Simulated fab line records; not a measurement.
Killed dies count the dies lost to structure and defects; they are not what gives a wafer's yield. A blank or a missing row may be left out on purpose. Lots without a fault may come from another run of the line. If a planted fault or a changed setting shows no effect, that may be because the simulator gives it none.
fab line records	flow n5Finfet
record: lots: 9	wafers: 27	lastDay: 17
route steps=1938 shown HKMG_FIN@461 GATE_CUT@465 BEOL_M4@1111 PASSIVATION@1936
lots that met no fault: from a run of the same line without faults
startH: start of the lot's first displayed wafer, in hours after the record's first day	waitH: hours elapsed since this lot's preceding step	" identical to the entry in the row above	L1.1+2: a single row standing in for several wafers	- no value, or no start given	* or withheld: withheld	< > ~ a bound
route shown NAME@n: NAME is a module with steps in the file, n the number in the route of the first one	usual: average and standard deviation across the fault-free wafers	same: alike in all rows	chamber/n: place in a boat	sites: per-site readings	_std_site: their standard deviation	_edge_site: the outer-site mean with the inner-site mean subtracted	radiusMm: how far each site lies from the wafer's centre	mask NAME#n: copy n	behind: the last tool/chamber to shape the wafer	hold: what put the lot on hold/how long, in hours/how the hold closed	device: the n, p or np transistor that did not switch	end of line: the same wafers' tests at the end of the route	a step given without rows: its recipe and nothing more	killed: not the wafer's yield, but the dies lost to structure and defects at the first sort	map: the dies of a wafer, with x for killed, . for not killed, _ for no die there
set.NAME: the setting as run; set.NAME@STEP: as run at that earlier step	model.NAME: the simulator's own value behind a step, which no gauge read
the route's steps for a sample of lots (tables are steps, rows are wafers)
services: a tool's chamber out of use, with start hour (startH, from the record's first day; less than 0 if before it), hours out, and reason
== steps ==
step: N5_HKMG_FIN_CMP_23
recipe: stopOn: SiNx	tOverpolishS: 10	postCmpClean: rinseOnly	downForcePsi: 4	platenRpm: 50.289	padVelocityMS: 1.0006	targetThkNm: 46.326
usual: motorCurrentA: 12.7/1.7	overpolishRunS: 9.998/0.027	timeToEndpointS: 11/3.2
same: tOverpolishS: 10
lot.wafer	tool	chamber	startH	waitH	motorCurrentA	overpolishRunS	timeToEndpointS
L216.2	cmp-02	0	91.44	0.0	16.3	9.998	11
L216.4	"	2	"	"	10.2	9.984	15
L216.3	"	3	"	"	13.0	10.002	13
L220.1	cmp-02	3	118.93	0.0	13.8	10.004	15
L220.2	"	2	"	"	10.5	10.006	17
L220.5	"	0	"	"	15.1	10.025	11
L221.3	cmp-01	1	121.70	0.1	12.5	10.001	9
L221.2	"	3	"	"	12.8	9.992	12
L221.6	"	0	"	"	11.7	10.003	5
L222.4	cmp-04	3	129.46	0.1	14.9	10.000	14
L222.1	"	0	"	"	12.5	9.999	17
L222.5	"	2	"	"	13.6	10.021	15
L226.2	cmp-02	1	152.53	0.1	11.8	9.992	7
L226.1	"	3	"	"	13.6	10.002	11
L226.6	"	1	"	"	12.2	9.995	7
L232.1	cmp-02	0	185.53	0.0	15.1	10.002	11
L232.4	"	2	"	"	10.0	10.000	15
L232.6	"	0	"	"	15.8	10.007	10
L233.2	cmp-04	3	194.68	0.0	15.4	10.005	18
L233.1	"	2	"	"	13.6	10.002	16
L233.6	"	3	"	"	14.5	9.996	18
L234.4	cmp-01	2	200.93	0.0	11.3	9.991	11
L234.3	"	3	"	"	12.5	10.007	11
L234.6	"	2	"	"	11.3	10.021	13
L235.1	cmp-01	2	208.61	0.3	12.0	10.011	12
L235.5	"	3	"	"	12.7	10.002	11
L235.6	"	0	"	"	11.5	9.987	7
step: N5_GATE_CUT_ETCHBACK_00
recipe: chemistry: SF6/Cl2	target: W	pressureMtorr: 8	icpW: 900	biasW: 80	SF6_flow_sccm: 40	Cl2_flow_sccm: 60
usual: drypumpMotorCurrentA: 5.48/0.29	oesProductAu: 0.78/0.15	throttleValvePct: 27.6/0.44
lot.wafer	tool	chamber	startH	waitH	drypumpMotorCurrentA	oesProductAu	rfHoursCounterH	throttleValvePct
L216.2	rieMetal-03	0	92.19	0.0	5.67	0.75	51	27.8
L216.3	"	0	"	"	5.64	0.75	-	27.8
L216.4	"	1	"	"	5.91	0.83	-	28.1
L220.1	rieMetal-02	0	119.68	0.0	4.94	0.63	121	27.7
L220.2	"	1	"	"	5.48	0.61	124	27.5
L220.5	"	1	"	"	5.51	0.60	-	27.5
L221.2	rieMetal-02	0	122.36	0.0	4.93	0.63	122	27.7
L221.3	"	0	"	"	4.93	0.62	-	27.7
L221.6	"	1	"	"	5.51	0.61	-	27.5
L222.1	rieMetal-03	1	130.13	0.0	5.92	0.80	33	28.1
L222.4	"	0	"	"	5.68	0.73	-	27.8
L222.5	"	1	"	"	5.93	0.81	-	28.1
L226.1	rieMetal-01	0	153.20	0.0	5.46	0.93	4	28.1
L226.2	"	1	"	"	5.63	0.95	8	26.9
L226.6	"	0	"	"	5.46	0.93	-	28.1
L232.1	rieMetal-02	0	186.28	0.0	4.92	0.61	128	27.8
L232.4	"	0	"	"	4.93	0.61	-	27.8
L232.6	"	1	"	"	5.49	0.60	-	27.5
L233.1	rieMetal-02	1	195.43	0.0	5.51	0.59	131	27.5
L233.2	"	0	"	"	4.91	0.61	128	27.8
L233.6	"	1	"	"	5.49	0.59	-	27.5
L234.3	rieMetal-01	1	201.71	0.1	5.64	0.93	-	27.0
L234.4	"	0	"	"	5.49	0.89	-	28.1
L234.6	"	0	"	"	5.50	0.89	-	28.1
L235.1	rieMetal-02	0	209.11	0.0	4.94	0.61	130	27.8
L235.5	"	0	"	"	4.94	0.61	-	27.8
L235.6	"	0	"	"	4.95	0.60	-	27.8
step: N5_GATE_CUT_VAPOR_ETCH_60
recipe: chemistry: BCl3/Cl2	target: HfO2	mode: isotropic
usual: drypumpMotorCurrentA: 5.48/0.29	oesProductAu: 0.79/0.16
lot.wafer	tool	chamber	startH	waitH	drypumpMotorCurrentA	oesProductAu
L216.2	rieMetal-03	0	92.43	0.0	5.70	0.74
L216.3	"	0	"	"	5.70	0.74
L216.4	"	1	"	"	5.92	0.83
L220.1	rieMetal-02	0	119.92	0.0	4.95	0.64
L220.2	"	1	"	"	5.50	0.61
L220.5	"	1	"	"	5.48	0.62
L221.2	rieMetal-02	0	122.60	0.0	4.95	0.63
L221.3	"	0	"	"	4.93	0.63
L221.6	"	1	"	"	5.51	0.62
L222.1	rieMetal-03	1	130.37	0.0	5.92	0.82
L222.4	"	0	"	"	5.65	0.74
L222.5	"	1	"	"	5.90	0.81
L226.1	rieMetal-01	0	153.44	0.0	5.48	0.94
L226.2	"	1	"	"	5.63	0.96
L226.6	"	0	"	"	5.48	0.94
L232.1	rieMetal-02	0	186.52	0.0	4.95	0.62
L232.4	"	0	"	"	4.95	0.62
L232.6	"	1	"	"	5.50	0.61
L233.1	rieMetal-02	1	195.67	0.0	5.52	0.59
L233.2	"	0	"	"	4.94	0.61
L233.6	"	1	"	"	5.49	0.60
L234.3	rieMetal-01	1	201.92	0.0	5.61	0.94
L234.4	"	0	"	"	5.50	0.90
L234.6	"	0	"	"	5.48	0.90
L235.1	rieMetal-02	0	209.59	0.1	4.94	0.61
L235.5	"	0	"	"	4.95	0.61
L235.6	"	0	"	"	4.97	0.62
step: N5_GATE_CUT_ETCH_58
recipe: chemistry: CH3F/O2	target: SiNx	targetDepthA: 170	timeS: 128.6	ionEnergyEv: 50	pressureMtorr: 30	sourceW: 415	biasW: 21	Ar_flow_sccm: 150	CH3F_flow_sccm: 30	O2_flow_sccm: 20
usual: CH3F_flow_sccm: 30.01/0.089	drypumpMotorCurrentA: 5.8/0.56	oesProductAu: 0.75/0.074	rfFwdPowerW: 413.3/1.3	rfVppV: 99.1/0.98	showerheadPlenumPTorr: 2.00/0.065	throttleValvePct: 16.24/0.2
lot.wafer	tool	chamber	startH	waitH	CH3F_flow_sccm	drypumpMotorCurrentA	oesProductAu	rfFwdPowerW	rfHoursCounterH	rfVppV	showerheadPlenumPTorr	throttleValvePct
L216.2	rieDiel-06	1	92.49	0.0	30.01	5.4	0.89	413.0	31	100.7	2.04	15.84
L216.3	"	0	"	"	29.97	5.9	0.75	413.7	168	100.8	2.08	16.48
L216.4	"	2	"	"	30.24	6.2	0.97	414.7	5	99.6	1.98	16.37
L220.1	rieDiel-04	0	119.97	0.0	29.85	5.3	0.76	414.1	132	99.5	2.09	16.33
L220.2	"	3	"	"	30.05	5.9	0.69	415.8	214	97.0	1.89	16.35
L220.5	"	2	"	"	29.99	4.9	0.74	415.1	-	100.4	2.06	16.22
L221.2	rieDiel-02	3	122.70	0.1	30.00	6.5	0.71	412.4	172	99.6	2.00	16.37
L221.3	"	2	"	"	29.99	6.3	0.75	414.3	167	99.2	1.92	16.35
L221.6	"	1	"	"	30.03	5.1	0.73	413.1	-	98.4	2.04	15.99
L222.1	rieDiel-04	3	130.42	0.0	30.04	5.9	0.69	411.4	218	97.9	1.89	16.35
L222.4	"	1	"	"	29.91	6.2	0.74	411.6	181	99.5	2.08	16.05
L222.5	"	3	"	"	30.10	5.9	0.69	413.0	-	98.4	1.89	16.35
L226.1	rieDiel-06	2	153.49	0.0	29.98	6.2	0.91	413.7	26	96.8	1.97	16.42
L226.2	"	0	"	"	29.95	5.9	0.73	413.5	188	99.7	2.07	16.52
L226.6	"	3	"	"	30.08	5.2	0.74	411.9	-	97.5	1.90	16.19
L232.1	rieDiel-04	3	186.65	0.1	29.89	5.9	0.67	412.5	235	97.8	1.89	16.39
L232.4	"	1	"	"	30.02	6.3	0.72	411.6	199	98.6	2.07	16.10
L232.6	"	2	"	"	30.02	4.9	0.68	313.5	-	108.4	2.05	16.26
L233.1	rieDiel-04	3	195.72	0.0	29.98	5.9	0.67	410.1	237	99.4	1.89	16.39
L233.2	"	2	"	"	29.93	4.9	0.68	315.0	204	110.1	2.05	16.26
L233.6	"	3	"	"	29.92	5.9	0.67	414.2	-	99.4	1.89	16.39
L234.3	rieDiel-02	2	201.96	0.0	30.11	6.3	0.73	414.4	191	98.5	1.92	16.37
L234.4	"	3	"	"	29.93	6.4	0.69	413.2	196	98.4	1.99	16.42
L234.6	"	2	"	"	29.97	6.3	0.73	415.1	-	99.7	1.92	16.37
L235.1	rieDiel-06	0	209.73	0.1	29.97	5.9	0.72	414.7	204	98.8	2.06	16.55
L235.5	"	1	"	"	29.97	5.4	0.81	411.0	-	99.1	2.02	15.91
L235.6	"	0	"	"	29.99	5.9	0.71	413.6	-	100.6	2.06	16.55
step: N5_BEOL_M4_RC_MEAS_101
usual: DIBL_N: 37.0/2.3	DIBL_P: 37.3/2.8	IOFF_N: 0.17/0.046	IOFF_P: 0.23/0.054	ION_N: 675/14	ION_P: 460/9.3	SS_N: 71.7/0.73	SS_P: 73.6/0.95	VT_N: 249/3.9	VT_P: -250/3.9
lot.wafer	tool	chamber	startH	waitH	DIBL_N[mV/V]	DIBL_P[mV/V]	IOFF_N[nA/um]	IOFF_P[nA/um]	ION_N[uA/um]	ION_P[uA/um]	SS_N[mV/dec]	SS_P[mV/dec]	VT_N[mV]	VT_P[mV]
L216.2	prober-02	0	173.38	0.2	39.7	40.0	0.23	0.29	673	460	72.5	74.6	247	-249
L216.3	"	0	"	"	36.8	37.0	0.16	0.21	670	462	71.8	74.2	250	-252
L216.4	"	0	"	"	33.8	34.2	0.13	0.18	662	458	71.0	72.5	250	-252
L220.1	prober-02	0	200.18	0.0	35.3	36.6	0.15	0.19	670	458	71.4	73.1	253	-255
L220.2	"	0	"	"	38.5	39.5	0.22	0.25	703	474	72.1	73.8	245	-251
L220.5	"	0	"	"	39.3	40.8	0.23	0.27	706	471	72.3	74.8	248	-249
L221.2	prober-01	0	209.41	0.2	38.8	39.2	0.20	0.20	683	455	72.3	74.2	248	-256
L221.3	"	0	"	"	38.9	40.6	0.21	0.22	690	460	72.4	74.7	246	-253
L221.6	"	0	"	"	37.1	38.9	0.19	0.21	679	456	71.8	74.2	247	-255
L222.1	prober-01	0	221.92	0.0	38.9	41.4	0.20	0.29	679	467	71.3	74.8	248	-246
L222.4	"	0	"	"	37.5	38.2	0.16	0.23	682	470	72.1	74.1	249	-250
L222.5	"	0	"	"	38.8	40.7	0.21	0.28	691	474	72.2	74.7	248	-246
L226.1	prober-02	0	248.20	0.0	32.2	32.4	0.11	0.18	655	460	70.1	72.2	256	-253
L226.2	"	0	"	"	39.6	41.7	0.26	0.34	701	478	71.5	75.0	240	-244
L226.6	"	0	"	"	37.6	38.2	0.19	0.26	678	465	72.0	73.4	247	-245
L232.1	prober-01	0	286.71	0.0	32.3	33.6	0.11	0.14	657	445	71.2	72.2	256	-257
L232.4	"	0	"	"	36.5	38.5	0.18	0.20	679	458	72.3	73.7	249	-252
L232.6	"	0	"	"	32.7	34.1	0.12	0.14	663	449	71.1	72.2	254	-258
L233.1	prober-02	0	288.93	0.0	36.2	33.2	0.15	0.18	670	456	71.6	72.5	253	-253
L233.2	"	0	"	"	37.1	35.2	0.17	0.21	676	454	71.7	72.8	250	-253
L233.6	"	0	"	"	35.3	33.1	0.13	0.18	677	466	70.6	73.1	252	-250
L234.3	prober-01	0	302.09	0.3	38.3	39.4	0.20	0.24	673	456	71.8	73.6	247	-251
L234.4	"	0	"	"	36.8	38.0	0.17	0.21	671	455	72.3	72.9	250	-252
L234.6	"	0	"	"	37.2	38.0	0.18	0.22	666	455	71.8	73.7	248	-250
L235.1	prober-01	0	308.46	0.0	37.8	36.6	0.16	0.20	677	459	71.3	73.3	250	-256
L235.5	"	0	"	"	38.4	36.6	0.16	0.21	656	444	71.8	72.9	253	-252
L235.6	"	0	"	"	40.4	38.7	0.22	0.24	668	451	72.2	73.2	247	-253
step: N5_PASSIVATION_PROBE_49
usual: defectLimitedYield: 91.5/1.3	killed_at_M0_to_M3: 36/10	killed_at_M4_up: 13/4.7	killedAtContacts: 13/6.7	killedAtFrontEnd: 37/9.7	killedAtOther: 2.6/2.3	killedDies: 101/15	killedOpen: 67/12	killedShort: 32/6.7	sort_bin_5_function: 5.0/0.89	sort_bin_6_memory: 3.2/0.63	sort_bin_8_speed: 0.01/0.03	sortNPass: 1079/16	sortYieldPct: 91.4/1.4
same: grossDies: 1180	killedAtBackSide: 0	sort_bin_4_leakage[%]: 0
lot.wafer	tool	chamber	startH	waitH	defectLimitedYield[%]	killed_at_M0_to_M3	killed_at_M4_up	killedAtContacts	killedAtFrontEnd	killedAtOther	killedDies	killedOpen	killedShort	sort_bin_5_function[%]	sort_bin_6_memory[%]	sort_bin_8_speed[%]	sortNPass	sortYieldPct[%]
L216.2	prober-01	-	274.59	0.1	93.1	25	15	13	28	0	81	52	28	3.1	3.5	0	1099	93.1
L216.3	prober-01	-	274.64	0.1	92.0	22	15	16	38	3	94	60	32	4.7	2.7	0	1086	92.0
L216.4	prober-01	-	274.69	0.2	91.8	28	11	21	33	4	97	69	28	4.4	3.5	0	1083	91.8
L220.1	prober-02	-	309.42	0.0	91.1	26	12	22	45	0	105	80	24	5.0	3.5	0	1075	91.1
L220.2	prober-02	-	309.47	0.1	90.9	35	10	10	45	7	107	64	42	4.7	4.2	0	1073	90.9
L220.5	prober-02	-	309.62	0.2	89.7	43	22	12	43	1	121	81	39	6.0	3.8	0	1059	89.7
L221.2	prober-01	-	320.39	0.1	93.3	30	8	10	29	2	79	56	23	4.1	2.5	0	1101	93.3
L221.3	prober-01	-	320.44	0.1	91.0	29	12	17	47	1	106	56	44	4.7	3.4	0	1074	91.0
L221.6	prober-01	-	320.59	0.3	91.5	22	9	23	43	3	100	65	35	4.9	3.5	0	1080	91.5
L222.1	prober-01	-	343.90	0.0	92.8	34	10	18	23	0	85	55	29	4.5	2.4	0.08	1095	92.8
L222.4	prober-01	-	344.05	0.2	92.7	36	12	15	21	2	86	57	29	3.9	2.9	0	1094	92.7
L222.5	prober-01	-	344.10	0.2	90.8	44	13	25	24	2	108	76	32	5.0	3.8	0	1072	90.8
L226.1	prober-01	-	364.05	0.0	91.2	34	11	14	41	4	104	77	26	4.6	3.9	0	1076	91.2
L226.2	prober-01	-	364.10	0.1	92.5	25	19	6	38	1	89	56	31	4.2	3.1	0	1091	92.5
L226.6	prober-01	-	364.30	0.3	92.5	27	8	13	38	3	89	57	31	4.2	3.3	0	1091	92.5
L233.1	prober-02	-	387.00	0.0	92.1	30	20	9	32	2	93	60	31	4.6	3.0	0	1087	92.1
L233.2	prober-02	-	387.05	0.1	91.6	34	7	26	30	2	99	62	36	4.8	3.5	0	1081	91.6
L233.6	prober-02	-	387.25	0.3	94.0	27	11	14	16	3	71	54	17	3.6	2.3	0	1109	94.0
L232.1	prober-02	-	402.38	0.0	92.8	28	14	15	26	2	85	68	16	4.1	3.1	0	1095	92.8
L232.4	prober-02	-	402.53	0.2	93.1	28	15	1	34	3	81	50	27	4.2	2.3	0	1099	93.1
L232.6	prober-02	-	402.63	0.3	92.5	35	9	10	34	0	88	56	29	4.0	3.0	0	1092	92.5
L234.3	prober-02	-	404.47	0.1	90.6	32	18	17	44	0	111	76	33	4.9	4.3	0	1069	90.6
L234.4	prober-02	-	404.52	0.2	94.2	14	7	8	35	4	68	42	24	3.6	2.0	0	1112	94.2
L234.6	prober-02	-	404.62	0.3	92.1	30	13	13	36	1	93	60	30	4.4	3.3	0	1087	92.1
L235.1	prober-02	-	415.81	0.0	90.6	24	8	13	65	1	111	82	28	5.5	3.5	0	1069	90.6
L235.5	prober-02	-	416.01	0.2	90.5	30	12	11	50	9	112	77	33	5.7	3.3	0	1068	90.5
L235.6	prober-02	-	416.06	0.3	91.9	33	15	18	26	4	96	64	29	4.0	3.9	0	1084	91.9
killed by level:class
L216.2 MOL_CONTACT_COAG:geometricParticle:open=11 BEOL_M0_SAQP:geometricParticle:short=10 BEOL_M4:geometricParticle:open=7 STI_FIN_REVEAL:geometricParticle:open=6 FIN_SAQP:geometricParticle:short=5 BEOL_M3:geometricParticle:open=4 STARTING-WAFER:geometricParticle:open=4 GATE_CUT:geometricParticle:short=3
L216.3 MOL_CONTACT_COAG:geometricParticle:open=12 FIN_SAQP:geometricParticle:short=10 BEOL_M2:geometricParticle:open=8 STI_FIN_REVEAL:geometricParticle:open=6 BEOL_M4:geometricParticle:open=6 DUMMY_GATE:geometricParticle:open=4 MOL_CONTACT_COAG:geometricParticle:short=4 GATE_CUT:geometricParticle:open=3
L216.4 MOL_CONTACT_COAG:geometricParticle:open=13 STI_FIN_REVEAL:geometricParticle:open=8 MOL_CONTACT_COAG:geometricParticle:short=8 FIN_SAQP:geometricParticle:open=6 BEOL_M2:geometricParticle:open=6 DUMMY_GATE:geometricParticle:open=5 BEOL_M0_SAQP:geometricParticle:open=5 BEOL_M1:geometricParticle:open=5
L220.1 MOL_CONTACT_COAG:geometricParticle:open=18 FIN_SAQP:geometricParticle:open=14 BEOL_M1:geometricParticle:open=8 BEOL_M2:geometricParticle:open=7 DUMMY_GATE:geometricParticle:open=5 BEOL_M3:geometricParticle:open=5 FIN_SAQP:geometricParticle:short=4 MOL_CONTACT_COAG:geometricParticle:short=4
L220.2 FIN_SAQP:geometricParticle:open=15 FIN_SAQP:geometricParticle:short=12 BEOL_M0_SAQP:geometricParticle:short=9 MOL_CONTACT_COAG:geometricParticle:open=8 BEOL_M0_SAQP:geometricParticle:open=7 BEOL_M1:geometricParticle:open=6 BEOL_M3:geometricParticle:open=6 STI_FIN_REVEAL:geometricParticle:open=5
L220.5 FIN_SAQP:geometricParticle:open=14 BEOL_M0_SAQP:geometricParticle:open=11 MOL_CONTACT_COAG:geometricParticle:open=9 BEOL_M0_SAQP:geometricParticle:short=9 BEOL_M3:geometricParticle:open=9 BEOL_M4:geometricParticle:open=8 BEOL_M2:geometricParticle:open=6 BEOL_M4:geometricParticle:short=6
L221.2 BEOL_M1:geometricParticle:open=10 FIN_SAQP:geometricParticle:open=8 MOL_CONTACT_COAG:geometricParticle:open=8 BEOL_M0_SAQP:geometricParticle:short=7 STI_FIN_REVEAL:geometricParticle:open=5 ILD0:geometricParticle:short=4 BEOL_M0_SAQP:geometricParticle:open=4 DUMMY_GATE:geometricParticle:open=3
L221.3 BEOL_M3:geometricParticle:open=12 MOL_CONTACT_COAG:geometricParticle:short=10 FIN_SAQP:geometricParticle:open=8 FIN_SAQP:geometricParticle:short=8 GATE_CUT:geometricParticle:short=8 MOL_CONTACT_COAG:geometricParticle:open=7 HKMG_FIN:areaEtch=6 BEOL_M0_SAQP:geometricParticle:short=4
L221.6 MOL_CONTACT_COAG:geometricParticle:open=18 ILD0:geometricParticle:short=9 BEOL_M3:geometricParticle:open=9 STI_FIN_REVEAL:geometricParticle:open=6 FIN_SAQP:geometricParticle:open=5 GATE_CUT:geometricParticle:short=5 GATE_CUT:geometricParticle:open=5 MOL_CONTACT_COAG:geometricParticle:short=5
L222.1 MOL_CONTACT_COAG:geometricParticle:open=14 BEOL_M0_SAQP:geometricParticle:short=10 BEOL_M0_SAQP:geometricParticle:open=7 BEOL_M3:geometricParticle:open=6 STI_FIN_REVEAL:geometricParticle:open=4 GATE_CUT:geometricParticle:short=4 MOL_CONTACT_COAG:geometricParticle:short=4 BEOL_M0:geometricParticle:open=4
L222.4 MOL_CONTACT_COAG:geometricParticle:open=13 BEOL_M0_SAQP:geometricParticle:open=10 BEOL_M0_SAQP:geometricParticle:short=8 BEOL_M4:geometricParticle:open=7 DUMMY_GATE:geometricParticle:open=5 BEOL_M3:geometricParticle:open=4 BEOL_M1:geometricParticle:open=3 BEOL_M2:geometricParticle:open=3
L222.5 MOL_CONTACT_COAG:geometricParticle:open=22 BEOL_M0_SAQP:geometricParticle:open=13 BEOL_M0_SAQP:geometricParticle:short=11 BEOL_M3:geometricParticle:open=11 DUMMY_GATE:geometricParticle:open=4 STARTING-WAFER:geometricParticle:open=4 FIN_SAQP:geometricParticle:short=3 GATE_CUT:geometricParticle:short=3
L226.1 MOL_CONTACT_COAG:geometricParticle:open=14 BEOL_M1:geometricParticle:open=9 STI_FIN_REVEAL:geometricParticle:open=8 FIN_SAQP:geometricParticle:open=7 BEOL_M0_SAQP:geometricParticle:open=7 BEOL_M3:geometricParticle:open=7 FIN_SAQP:geometricParticle:short=6 GATE_CUT:geometricParticle:short=6
L226.2 BEOL_M4:geometricParticle:open=14 BEOL_M0_SAQP:geometricParticle:short=9 BEOL_M0_SAQP:geometricParticle:open=7 MOL_CONTACT_COAG:geometricParticle:open=6 STI_FIN_REVEAL:geometricParticle:open=6 STARTING-WAFER:geometricParticle:short=5 BEOL_M1:geometricParticle:open=5 STI_FIN_REVEAL:geometricParticle:short=4
L226.6 MOL_CONTACT_COAG:geometricParticle:open=11 BEOL_M0_SAQP:geometricParticle:short=10 FIN_SAQP:geometricParticle:open=8 FIN_SAQP:geometricParticle:short=7 STI_FIN_REVEAL:geometricParticle:open=7 BEOL_M0_SAQP:geometricParticle:open=7 BEOL_M1:geometricParticle:open=5 GATE_CUT:geometricParticle:open=4
L233.1 BEOL_M4:geometricParticle:open=9 MOL_CONTACT_COAG:geometricParticle:open=8 STI_FIN_REVEAL:geometricParticle:open=6 BEOL_M0_SAQP:geometricParticle:open=6 BEOL_M0_SAQP:geometricParticle:short=6 GATE_CUT:geometricParticle:short=5 BEOL_M2:geometricParticle:open=5 BEOL_M3:geometricParticle:open=4
L233.2 MOL_CONTACT_COAG:geometricParticle:open=22 BEOL_M0_SAQP:geometricParticle:short=13 STI_FIN_REVEAL:geometricParticle:open=5 GATE_CUT:geometricParticle:short=5 BEOL_M0_SAQP:geometricParticle:open=5 BEOL_M3:geometricParticle:open=5 FIN_SAQP:geometricParticle:short=4 MOL_CONTACT_COAG:geometricParticle:short=4
L233.6 BEOL_M2:geometricParticle:open=12 MOL_CONTACT_COAG:geometricParticle:open=10 DUMMY_GATE:geometricParticle:open=4 MOL_CONTACT_COAG:geometricParticle:short=4 BEOL_M1:geometricParticle:open=4 BEOL_M3:geometricParticle:open=4 BEOL_M0_SAQP:geometricParticle:short=3 BEOL_M4:geometricParticle:open=3
L232.1 MOL_CONTACT_COAG:geometricParticle:open=15 BEOL_M1:geometricParticle:open=11 STI_FIN_REVEAL:geometricParticle:open=8 BEOL_M0_SAQP:geometricParticle:open=8 BEOL_M4:geometricParticle:open=7 FIN_SAQP:geometricParticle:open=6 BEOL_M0_SAQP:geometricParticle:short=4 BEOL_M2:geometricParticle:open=3
L232.4 BEOL_M0:geometricParticle:open=8 FIN_SAQP:geometricParticle:open=6 DUMMY_GATE:geometricParticle:open=6 BEOL_M1:geometricParticle:open=6 BEOL_M4:geometricParticle:open=6 BEOL_M0_SAQP:geometricParticle:short=5 BEOL_M4:geometricParticle:short=5 STI_FIN_REVEAL:geometricParticle:open=4
L232.6 BEOL_M3:geometricParticle:open=13 FIN_SAQP:geometricParticle:open=9 MOL_CONTACT_COAG:geometricParticle:open=7 BEOL_M2:geometricParticle:open=7 FIN_SAQP:geometricParticle:short=6 STI_FIN_REVEAL:geometricParticle:open=5 BEOL_M1:geometricParticle:open=5 BEOL_M4:geometricParticle:open=4
L234.3 BEOL_M2:geometricParticle:open=13 MOL_CONTACT_COAG:geometricParticle:open=12 STI_FIN_REVEAL:geometricParticle:open=11 BEOL_M0_SAQP:geometricParticle:open=6 BEOL_M4:geometricParticle:open=6 DUMMY_GATE:geometricParticle:open=5 MOL_CONTACT_COAG:geometricParticle:short=5 STARTING-WAFER:geometricParticle:open=5
L234.4 FIN_SAQP:geometricParticle:short=8 GATE_CUT:geometricParticle:short=7 STI_FIN_REVEAL:geometricParticle:open=6 BEOL_M2:geometricParticle:open=6 MOL_CONTACT_COAG:geometricParticle:open=5 FIN_SAQP:geometricParticle:open=3 MOL_CONTACT_COAG:geometricParticle:short=3 BEOL_M1:geometricParticle:open=3
L234.6 MOL_CONTACT_COAG:geometricParticle:open=12 FIN_SAQP:geometricParticle:short=8 FIN_SAQP:geometricParticle:open=7 BEOL_M0_SAQP:geometricParticle:open=7 DUMMY_GATE:geometricParticle:open=6 BEOL_M3:geometricParticle:open=5 BEOL_M4:geometricParticle:open=5 BEOL_M0_SAQP:geometricParticle:short=4
L235.1 STI_FIN_REVEAL:geometricParticle:open=31 MOL_CONTACT_COAG:geometricParticle:open=12 DUMMY_GATE:geometricParticle:open=9 FIN_SAQP:geometricParticle:open=7 BEOL_M1:geometricParticle:short=6 STI_FIN_REVEAL:geometricParticle:short=5 FIN_SAQP:geometricParticle:short=4 BEOL_M1:geometricParticle:open=4
L235.5 STI_FIN_REVEAL:geometricParticle:open=20 BEOL_M1:geometricParticle:open=9 MOL_CONTACT_COAG:geometricParticle:open=8 FIN_SAQP:geometricParticle:short=7 BEOL_M3:geometricParticle:open=6 BEOL_M1:geometricParticle:short=5 FIN_SAQP:geometricParticle:open=4 BEOL_M2:geometricParticle:open=4
L235.6 MOL_CONTACT_COAG:geometricParticle:open=13 BEOL_M4:geometricParticle:open=10 BEOL_M0_SAQP:geometricParticle:short=8 FIN_SAQP:geometricParticle:open=6 BEOL_M1:geometricParticle:open=6 BEOL_M3:geometricParticle:open=5 BEOL_M0_SAQP:geometricParticle:open=5 MOL_CONTACT_COAG:geometricParticle:short=4
== services ==
tool	chamber	startH	hours	kind
rieMetal-01	0	90.98	-	clean
rieMetal-01	0	90.98	19.3	scheduledDown
rieMetal-01	0	90.98	19.3	ventCycle
cmp-04	-	103.68	1.0	repair
rieDiel-04	2	105.53	3.5	repair
cmp-01	-	132.40	5.5	pm
cmp-02	-	132.78	4.0	pm
rieDiel-02	0	133.14	-	clean
rieDiel-02	0	133.14	-	consumableReplace:focusRing
rieDiel-02	0	133.14	16.0	scheduledDown
rieDiel-02	0	133.14	16.0	ventCycle
cmp-02	-	136.78	-	consumableReplace:conditioner
cmp-02	-	136.78	-	consumableReplace:pad
cmp-04	-	140.01	3.1	pm
rieDiel-04	2	140.05	19.5	repair
rieMetal-01	1	176.04	4.8	repair
rieDiel-04	3	180.80	1.6	repair
cmp-04	-	184.81	5.6	repair
cmp-01	-	198.85	1.9	repair
rieMetal-02	1	204.81	-	clean
rieMetal-02	1	204.81	15.8	scheduledDown
rieMetal-02	1	204.81	15.8	ventCycle
== key ==
firstSign: step: N5_GATE_CUT_ETCH_58	reading: rfFwdPowerW	direction: down	sigmas: 73	usual: *	struck: *
effect: step: N5_GATE_CUT_ETCH_58	reading: rfVppV	direction: up	sigmas: 10	usual: 99.1	struck: 109.2
metAt N5_GATE_CUT_ETCH_58
struckLots L232,L233
struckWafers L232.6,L233.2
notActingAt N5_HKMG_FIN_CMP_23,N5_GATE_CUT_ETCHBACK_00,N5_GATE_CUT_VAPOR_ETCH_60
onsetBetween 119.97 186.65
fault: kind: processParameterDrift	tool: rieDiel-04	chamber: 2	onsetH: 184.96	steps: N5_GATE_CUT_ETCH_58	channel: sourceW	offset: -99.6	shape: step	endH: 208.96	actsIn: theseRecipesOnly	stated: 415
